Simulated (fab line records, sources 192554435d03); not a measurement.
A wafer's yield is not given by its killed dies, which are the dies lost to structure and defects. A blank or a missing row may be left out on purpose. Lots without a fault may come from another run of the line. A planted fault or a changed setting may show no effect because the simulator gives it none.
The tool behind it: which one? -- flow n5-finfet -- 14 lots, 42 wafers sampled, at 3 steps of a route of 1938

## WHAT THE GAUGES SHOWED, per wafer
N5_WELL_APT_CD_MEAS_25: target cd 200 nm.
lot,measured,on,cd-nm (nm)
L195,day 1 15:12,cd-sem-01,200.4 200.3 202.6
L196,day 1 20:41,cd-sem-02,199.0 196.3 200.7
L198,day 2 08:56,cd-sem-03,- - -
L199,day 2 14:43,cd-sem-02,- - -
L205,day 4 03:07,cd-sem-01,201.2 196.0 203.5
L206,day 4 08:58,cd-sem-03,198.9 201.0 200.9
L208,day 4 20:43,cd-sem-03,199.5 198.7 201.4
L210,day 5 08:59,cd-sem-01,199.0 193.9 201.0
L211,day 5 14:41,cd-sem-03,197.3 202.2 196.6
L212,day 5 21:05,cd-sem-03,196.5 197.3 200.0
L215,day 6 15:14,cd-sem-02,201.6 202.7 203.0
L216,day 6 21:14,cd-sem-02,204.3 202.1 202.0
L217,day 7 02:43,cd-sem-01,203.1 201.6 198.9
L218,day 7 09:11,cd-sem-03,199.3 198.5 201.4

N5_FIN_SAQP_CD_MEAS_16: target cd 35.6 nm.
lot,measured,on,cd-nm (nm)
L195,day 1 22:07,cd-sem-01,35.69 35.61 35.45
L196,day 2 03:27,cd-sem-03,36.24 35.71 36.50
L205,day 4 09:59,cd-sem-03,35.21 35.35 35.34
L206,day 4 15:59,cd-sem-03,35.48 36.14 36.02
L208,day 5 03:48,cd-sem-02,35.74 35.74 35.06
L210,day 5 16:08,cd-sem-03,35.67 35.39 35.77
L211,day 5 21:14,cd-sem-01,35.46 35.72 35.76
L212,day 6 04:05,cd-sem-01,35.95 35.97 35.77
L215,day 6 22:16,cd-sem-03,35.63 35.87 35.44
L216,day 7 04:03,cd-sem-01,35.20 35.54 35.96
L217,day 7 09:15,cd-sem-02,35.27 35.48 35.89
L218,day 7 15:56,cd-sem-03,35.69 35.50 35.61

## WHAT TOOL EACH LOT RAN ON (gives the tool, then ch and the chambers of the sampled wafers, and finally the start)
lot,N5_WELL_APT_DEVELOP_24
L195,"litho-track-05 ch 0, day 1 15:05"
L196,"litho-track-05 ch 0, day 1 20:35"
L198,"litho-track-05, day 2 08:49"
L199,"litho-track-05, day 2 14:36"
L205,"litho-track-05 ch 0, day 4 03:00"
L206,"litho-track-05 ch 0, day 4 08:52"
L208,"litho-track-05 ch 0, day 4 20:37"
L210,"litho-track-05 ch 0, day 5 08:52"
L211,"litho-track-04 ch 0, day 5 14:34"
L212,"litho-track-04 ch 0, day 5 20:58"
L215,"litho-track-03 ch 0, day 6 15:07"
L216,"litho-track-03 ch 0, day 6 21:08"
L217,"litho-track-05 ch 0, day 7 02:37"
L218,"litho-track-05 ch 0, day 7 09:04"
- N5_WELL_APT_DEVELOP_24: develop time 45 s.

## WHAT THE TOOLS THEMSELVES READ (means of the sampled wafers that have a number; where no wafer has one, the mark that the record gives instead)
N5_WELL_APT_DEVELOP_24.
lot,tool,chill-plate-temp-C (C),developer-temp-C (C)
L195,litho-track-05,22.96,21.12
L196,litho-track-05,22.94,21.10
L198,litho-track-05,-,-
L199,litho-track-05,-,-
L205,litho-track-05,23.07,20.98
L206,litho-track-05,23.04,20.97
L208,litho-track-05,23.00,21.12
L210,litho-track-05,23.03,21.03
L211,litho-track-04,22.98,21.15
L212,litho-track-04,22.85,21.15
L215,litho-track-03,22.97,21.01
L216,litho-track-03,23.04,20.95
L217,litho-track-05,22.97,20.97
L218,litho-track-05,23.06,21.01

## THE ANSWER, worked out from the rows above alone
Rule: the lots themselves supply what counts as usual. Put in order of their means at a reading, lots are off if they are a third of the lots or fewer, leave a main group of 4 or more, and stand apart from it by a gap of 3 or more times the standard deviation of the main group's means; of several such gaps the widest counts. A main group whose means are all the same, to the digits that the tables above print for the reading, isn't used. A lot without any number at a reading at which 4 lots or more have one is off too. Where the step has rows for the other lots, those lots are counted as sound. Order of review: gauges by route order, followed by the tools' own readings, for which a lot's mean as printed above is used. At the first step where some lot is off, the reading lying furthest off is the one used; lots without a number count as furthest.
Off at N5_WELL_APT_CD_MEAS_25 (cd-nm): L198, L199. Without a number there: L198, L199. The main group: mean 200.1 nm, standard deviation 1.5.
A tool fits if, at a process step before that reading, it ran every lot that is off, and no sound lot after the first of them. The gauges at N5_WELL_APT_CD_MEAS_25 aren't tried: what is off there is off at N5_WELL_APT_DEVELOP_24 too, on other tools, and a gauge's error can't cause that. Of those tried, none fits.

## WHAT THE SIMULATOR PUT IN
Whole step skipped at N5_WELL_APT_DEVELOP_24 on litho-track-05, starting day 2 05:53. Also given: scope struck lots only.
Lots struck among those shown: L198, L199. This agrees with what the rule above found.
